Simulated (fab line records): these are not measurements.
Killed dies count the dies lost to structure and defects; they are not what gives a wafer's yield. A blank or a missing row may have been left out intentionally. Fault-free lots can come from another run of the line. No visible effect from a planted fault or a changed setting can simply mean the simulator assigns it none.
Chamber matching | flow nand-harc | NHARC_A_STAIRCASE_DEP_156 on pecvd-02: 3 sister chambers
The step deposits SiNx, target thk 50 nm. 6 wafers are shown with their chamber, then 12 later ones without.

== WAFERS WITH THEIR CHAMBER ==
wafer  | chamber | heater-power-w (W)
L088.2 | 2       | 716
L088.5 | 1       | 780
L088.6 | 0       | 687
L090.1 | 1       | 659
L090.2 | 0       | 600
L090.6 | 2       | 728

== WAFERS WITH NO CHAMBER GIVEN ==
wafer  | heater-power-w (W)
L090.3 | 735
L090.4 | 596
L090.5 | 663
L093.4 | 794
L093.5 | 661
L093.6 | 755
L092.4 | 791
L092.5 | 705
L092.6 | 652
L096.2 | 686
L096.5 | 772
L096.6 | 710

== WHICH CHAMBER EACH ONE RAN IN ==
wafer  | from the rows above          | in truth
L090.3 | can't be placed: 2 or 1 or 0 | 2
L090.4 | can't be placed: 0 or 1 or 2 | 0
L090.5 | can't be placed: 0 or 1 or 2 | 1
L093.4 | can't be placed: 2 or 1 or 0 | 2
L093.5 | can't be placed: 0 or 1 or 2 | 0
L093.6 | can't be placed: 2 or 1 or 0 | 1
L092.4 | can't be placed: 2 or 1 or 0 | 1
L092.5 | can't be placed: 1 or 2 or 0 | 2
L092.6 | can't be placed: 0 or 1 or 2 | 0
L096.2 | can't be placed: 1 or 2 or 0 | 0
L096.5 | can't be placed: 2 or 1 or 0 | 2
L096.6 | can't be placed: 1 or 2 or 0 | 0
Correct placement for 0 of the 12. Not placeable from these rows: 12 (in 12, the candidates include the true chamber). Wrongly placed: 0.
How it was worked out, from the rows above alone: a wafer's distance from a chamber is the root of the sum, over the readings, of the square of ((its reading less the chamber's mean) divided by the reading's scatter). If the next closest chamber is less than 2 further off than the closest, the wafer can't be placed; otherwise it belongs to the closest. A chamber's mean is the mean of its shown wafers. How the scatter is found: for the shown wafers, subtract from each reading the mean of its chamber, square and add these, divide the total by (wafers less chambers), then take the root.
